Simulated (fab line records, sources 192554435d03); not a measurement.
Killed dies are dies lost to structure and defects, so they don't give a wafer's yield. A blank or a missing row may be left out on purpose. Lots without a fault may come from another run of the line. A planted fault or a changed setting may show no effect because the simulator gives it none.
fab line records | flow n5_finfet
record lots=7 wafers=21
route steps=1938 shown BEOL_M10@1499 BEOL_M11@1579 BEOL_M13@1705 BEOL_M14@1763 TV_OPEN@1890
start_h: hours from the record's first day to the start of the lot's first wafer shown | wait_h: hours since the lot's step before | " the same as in the row above | L1.1+2: a row that stands for several wafers | - no value, or no start given | * or withheld: withheld | < > ~ a bound
route shown NAME@n: a module of which the file shows steps, and the number in the route of the first | usual: mean/standard deviation of fault-free wafers | same: alike in all rows | chamber/n: place in a boat | sites: the reading at each site | _std_site: their standard deviation | _edge_site: outer sites' mean less inner sites' | radius_mm: how far each site lies from the wafer's centre | mask NAME#n: copy n | behind: the tool/chamber that last shaped the wafer | hold: why the lot was held/for how many hours/how that ended | device: the transistor (n, p or np) that didn't switch | end of line: the same wafers' tests at the end of the route | a step without rows: its recipe alone | killed: dies lost to structure and defects at the first sort, not the wafer's yield | map: a wafer's dies, x killed, . not, _ none there
set.NAME: the setting as run; set.NAME@STEP: as run at that earlier step | model.NAME: the simulator's own value behind a step, which no gauge read
lots whose settings were changed on purpose; a table a step, a row a wafer
## steps
# step N5_BEOL_M10_EXPOSE_25
# recipe mask_id=V9 na=1.35 source_shape=annular sigma_inner=0.5 sigma_outer=0.8 polarization=unpolarized dose_mj=85.5
# columns lot.wafer tool chamber start_h wait_h mask set.dose_mj
L076.1+6 arfi_scanner-03 0 228.78 - V9#0 85.5
L076.4 " 0 " " V9#0 89.05
L074.3 arfi_scanner-01 0 243.04 - V9#0 85.5
L074.4+5 " 0 " " V9#0 80.91
L082.1 arfi_scanner-02 0 264.44 - V9#0 90.14
L082.3+6 " 0 " " V9#0 85.5
L088.2 arfi_scanner-03 0 307.90 - V9#0 80.21
L088.4+6 " 0 " " V9#0 85.5
L089.1+2+6 arfi_scanner-01 0 310.91 - V9#0 85.5
L091.2+6 arfi_scanner-02 0 316.80 - V9#0 87.84
L091.4 " 0 " " V9#0 85.5
L094.1 arfi_scanner-03 0 329.60 - V9#0 89.01
L094.2+6 " 0 " " V9#0 85.5
# step N5_BEOL_M10_PEB_26
# recipe peb_temp_c=withheld peb_time_s=60 resist=CAR-ArF
# step N5_BEOL_M10_DEVELOP_27
# recipe develop_time_s=30 developer=TMAH resist=CAR-ArF rinse_liquid=diw dry=air_spin dev_temp_c=23
# columns lot.wafer tool chamber start_h wait_h set.spin_rpm@BEOL_M10_COAT_22 model.CAR-ArF_of_BEOL_M10_COAT_22.thk_nm
L076.1+4+6 litho_track-02 0 - - 1500 88
L074.3 litho_track-02 0 - - 1500 88.4
L074.4 " 0 " " 1457 90
L074.5 " 0 " " 1457 89.6
L082.1+6 litho_track-01 0 - - 1500 87.8
L082.3 " 0 " " 1500 88
L088.2 litho_track-02 0 - - 1500 88.6
L088.4 " 0 " " 1500 88.2
L088.6 " 0 " " 1406 91.2
L089.1 litho_track-03 0 - - 1500 88.4
L089.2+6 " 0 " " 1500 88.2
L091.2 litho_track-02 0 - - 1500 88
L091.4 " 0 " " 1500 87.6
L091.6 " 0 " " 1362 92.2
L094.1+2 litho_track-02 0 - - 1554 86.6
L094.6 " 0 " " 1500 88
# step N5_BEOL_M10_CD_MEAS_28
# recipe target_cd_nm=70 landing_energy_ev=500 detector=se_inlens polarity=opening
# usual cd_nm=70.3/1.1
# columns lot.wafer tool chamber start_h wait_h set.dose_mj@BEOL_M10_EXPOSE_25 cd_nm
L076.1 cd_sem-03 0 228.91 - 85.5 71.1
L076.4 " 0 " " 89.05 73.7
L076.6 " 0 " " 85.5 69.8
L074.3 cd_sem-03 0 243.16 - 85.5 71.8
L074.4 " 0 " " 80.91 66.7
L074.5 " 0 " " 80.91 67.6
L082.1 cd_sem-01 0 264.57 - 90.14 76.9
L082.3 " 0 " " 85.5 70.6
L082.6 " 0 " " 85.5 71.0
L088.2 cd_sem-02 0 308.02 - 80.21 65.8
L088.4 " 0 " " 85.5 71.4
L088.6 " 0 " " 85.5 70.8
L089.1 cd_sem-01 0 311.04 - 85.5 70.3
L089.2 " 0 " " 85.5 68.2
L089.6 " 0 " " 85.5 69.7
L091.2 cd_sem-01 0 316.93 - 87.84 73.6
L091.4 " 0 " " 85.5 72.4
L091.6 " 0 " " 87.84 73.1
L094.1 cd_sem-03 0 329.73 - 89.01 75.0
L094.2 " 0 " " 85.5 71.9
L094.6 " 0 " " 85.5 71.5
# step N5_BEOL_M10_DESCUM_33
# recipe chemistry=O2 time_s=7.9 source_power_w=50 bias_power_w=20 pressure_mtorr=20 rf_frequency_hz=2.712e+07 temp_c=40 resist=CAR-ArF o2_flow_sccm=225
# columns lot.wafer tool chamber start_h wait_h set.spin_rpm@BEOL_M10_COAT_22 model.CAR-ArF_of_BEOL_M10_COAT_22.thk_nm
L076.1 rie_diel-05 0 229.81 0.8 1500 83
L076.4+6 " 0,3 " " 1500 83.2
L074.3 rie_diel-06 2 243.25 0.0 1500 83.6
L074.4 " 2 " " 1457 85.2
L074.5 " 3 " " 1457 84.8
L082.1+3 rie_diel-03 0,2 264.84 0.2 1500 83.2
L082.6 " 0 " " 1500 83
L088.2 rie_diel-06 1 308.33 0.3 1500 83.8
L088.4 " 0 " " 1500 83.2
L088.6 " 2 " " 1406 86.4
L089.1 rie_diel-05 1 311.13 0.0 1500 83.6
L089.2+6 " 0,2 " " 1500 83.4
L091.2 rie_diel-06 1 317.02 0.0 1500 83.2
L091.4 " 0 " " 1500 82.6
L091.6 " 2 " " 1362 87.4
L094.1 rie_diel-05 0 329.82 0.0 1554 81.8
L094.2 " 2 " " 1554 81.6
L094.6 " 2 " " 1500 83.2
# step N5_BEOL_M11_ETCH_41
# recipe chemistry=CH3F/O2 target=SiCN target_depth_a=426 taper_deg=2 time_s=86 ion_energy_ev=120 mask_material=TiN pressure_mtorr=30 source_w=395 bias_w=75 Ar_flow_sccm=150 CH3F_flow_sccm=30 O2_flow_sccm=20
# columns lot.wafer tool chamber start_h wait_h set.time_s model.etch.depth_nm
L076.1 rie_diel-01 0 - - 96.33 38.13
L076.4 " 3 " " 86 31.48
L076.6 " 0 " " 96.33 38.25
L074.3 rie_diel-02 0 - - 100.9 36.56
L074.4 " 3 " " 86 31.15
L074.5 " 1 " " 86 32.09
L082.1 rie_diel-01 3 - - 66.74 23.88
L082.3 " 0 " " 86 33.22
L082.6 " 2 " " 86 32.93
L088.2+6 rie_diel-01 1 - - 86 31.58
L088.4 " 0 " " 86 33.65
L089.1 rie_diel-04 2 - - 86 31.49
L089.2 " 3 " " 86 33.52
L089.6 " 1 " " 86 32.71
L091.2 rie_diel-04 2 - - 76.54 27.7
L091.4 " 3 " " 86 33.49
L091.6 " 1 " " 86 32.42
L094.1 rie_diel-04 3 - - 86 33.32
L094.2 " 1 " " 86 32.39
L094.6 " 1 " " 86 32.53
# step N5_BEOL_M13_SPUTTER_43
# recipe material=TaN target_thk_a=150 temp_c=50 bias_v=168.6 power_w=15000 chamber_pressure_pa=0.12 time_s=24.19
# columns lot.wafer tool chamber start_h wait_h set.time_s model.TaN_of_BEOL_M13_SPUTTER_43.thk_nm
L076.1 pvd_sputter-01 - 254.08 0.0 24.19 15.2
L076.4 " - " " 24.19 15.4
L076.6 " - " " 24.19 15
L074.3+4 pvd_sputter-02 - 263.12 0.0 24.19 15.2
L074.5 " - " " 24.19 15
L082.1+3 pvd_sputter-03 - 286.41 0.0 24.19 14.8
L082.6 " - " " 24.19 14.4
L089.1+2 pvd_sputter-02 - 329.05 0.0 24.19 14.8
L089.6 " - " " 24.19 15
L088.2 pvd_sputter-03 - 331.24 0.0 26.35 16
L088.4 " - " " 24.19 14.2
L088.6 " - " " 26.35 15.8
L091.2 pvd_sputter-01 - 334.84 0.0 24.19 15
L091.4 " - " " 22.94 14.2
L091.6 " - " " 22.94 14
L094.1 pvd_sputter-01 - 353.57 0.0 22.9 14.4
L094.2 " - " " 24.19 15
L094.6 " - " " 22.9 14
# step N5_BEOL_M13_DEP_53
# recipe material=SiCN target_thk_a=500 temp_c=withheld precursor=3MS/NH3 pressure_torr=3 rf_w=675 time_s=17.8
# columns lot.wafer tool chamber start_h wait_h set.time_s model.SiCN_of_BEOL_M13_DEP_53.thk_nm
L076.1 pecvd-03 1 255.20 0.0 17.8 48.8
L076.4 " 0 " " 18.47 52.4
L076.6 " 1 " " 18.47 51.4
L074.3+5 pecvd-02 1 264.43 0.0 17.8 51.4
L074.4 " 0 " " 17.8 50.2
L082.1 pecvd-03 1 287.50 0.0 16.33 44.4
L082.3 " 2 " " 17.8 48.8
L082.6 " 2 " " 17.8 49.6
L089.1 pecvd-02 1 330.17 0.0 17.8 49.6
L089.2 " 0 " " 17.8 49.2
L089.6 " 2 " " 17.8 50.2
L088.2 pecvd-01 1 332.34 0.0 17.8 49.4
L088.4 " 1 " " 17.8 49.8
L088.6 " 0 " " 17.8 50.2
L091.2 pecvd-02 2 336.06 0.0 20.27 55.8
L091.4 " 2 " " 17.8 49.4
L091.6 " 2 " " 20.27 55.4
L094.1 pecvd-03 0 354.66 0.0 20.4 56.6
L094.2 " 1 " " 20.4 55.2
L094.6 " 1 " " 17.8 48.8
# step N5_BEOL_M14_SPUTTER_44
# recipe material=Ta target_thk_a=150 temp_c=50 bias_v=80 power_w=15000 chamber_pressure_pa=0.07 time_s=24.19
# columns lot.wafer tool chamber start_h wait_h set.power_w model.Ta_of_BEOL_M14_SPUTTER_44.thk_nm
L076.1+4+6 pvd_sputter-01 - 259.06 0.0 15000 15.2
L074.3 pvd_sputter-03 - 267.70 0.0 15000 15.2
L074.4 " - " " 15000 15.4
L074.5 " - " " 15000 15
L082.1 pvd_sputter-03 - 294.20 0.0 15000 15.2
L082.3 " - " " 15000 15
L082.6 " - " " 16370 16.4
L089.1 pvd_sputter-02 - 335.91 0.0 15000 14.8
L089.2 " - " " 15000 15
L089.6 " - " " 15000 14.6
L088.2+4 pvd_sputter-01 - 336.17 0.0 17380 17.6
L088.6 " - " " 15000 15.4
L091.2 pvd_sputter-01 - 339.09 0.0 15000 15.2
L091.4 " - " " 15000 15
L091.6 " - " " 16530 16.6
L094.1 pvd_sputter-02 - 358.67 0.0 13450 13.4
L094.2 " - " " 13450 13.2
L094.6 " - " " 15000 14.8
# step N5_PASSIVATION_ETCH_15
# recipe chemistry=CF4/N2 target=SiCN target_depth_a=750 taper_deg=2 time_s=81.2 ion_energy_ev=150 mask_material=SiNx pressure_mtorr=40 source_w=430 bias_w=70 Ar_flow_sccm=100 cf4_flow_sccm=60 n2_flow_sccm=60
# usual rf_vpp_V=382.1/1.9
# columns lot.wafer tool chamber start_h wait_h set.bias_w rf_vpp_V
L076.1 rie_diel-01 1 - - 70 382.9
L076.4 " 3 " " 70 382.1
L076.6 " 1 " " 70 383.1
L074.3 rie_diel-01 3 - - 70 382.3
L074.4 " 2 " " 70 380.4
L074.5 " 2 " " 75.45 397.8
L082.1 rie_diel-02 0 - - 70 384.4
L082.3 " 3 " " 65.6 366.0
L082.6 " 2 " " 70 385.8
L088.2 rie_diel-04 1 - - 70 381.0
L088.4 " 3 " " 59.43 341.3
L088.6 " 2 " " 70 380.5
L089.1 rie_diel-01 1 - - 70 383.8
L089.2 " 2 " " 70 380.2
L089.6 " 0 " " 70 380.3
L091.2 rie_diel-02 2 - - 60.28 351.2
L091.4 " 3 " " 60.28 346.6
L091.6 " 1 " " 70 381.2
L094.1 rie_diel-01 1 - - 70 382.9
L094.2 " 2 " " 78.55 407.4
L094.6 " 1 " " 70 381.5
## key
split step=N5_BEOL_M10_EXPOSE_25 setting=dose_mj stated=85.5 by=wafer
response step=N5_BEOL_M10_CD_MEAS_28 reading=cd_nm change=+0.871 per=1% r=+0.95
split step=N5_BEOL_M11_ETCH_41 setting=time_s stated=86 by=wafer
response step=N5_BEOL_M11_ETCH_41 reading=model.etch.depth_nm change=+0.403 per=1% r=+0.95
split step=N5_BEOL_M13_SPUTTER_43 setting=time_s stated=24.19 by=wafer
response step=N5_BEOL_M13_SPUTTER_43 reading=model.TaN_of_BEOL_M13_SPUTTER_43.thk_nm change=+0.179 per=1% r=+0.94
split step=N5_BEOL_M13_DEP_53 setting=time_s stated=17.8 by=wafer
response step=N5_BEOL_M13_DEP_53 reading=model.SiCN_of_BEOL_M13_DEP_53.thk_nm change=+0.494 per=1% r=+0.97
split step=N5_BEOL_M14_SPUTTER_44 setting=power_w stated=15000 by=wafer
response step=N5_BEOL_M14_SPUTTER_44 reading=model.Ta_of_BEOL_M14_SPUTTER_44.thk_nm change=+0.142 per=1% r=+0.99
split step=N5_PASSIVATION_ETCH_15 setting=bias_w stated=70 by=wafer
response step=N5_PASSIVATION_ETCH_15 reading=rf_vpp_V change=+2.39 per=1% r=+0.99
split outside_this_file step=N5_BEOL_M10_COAT_22 setting=spin_rpm
# split outside_this_file: this setting was split too, and the file shows its column; the key of that split is in another file
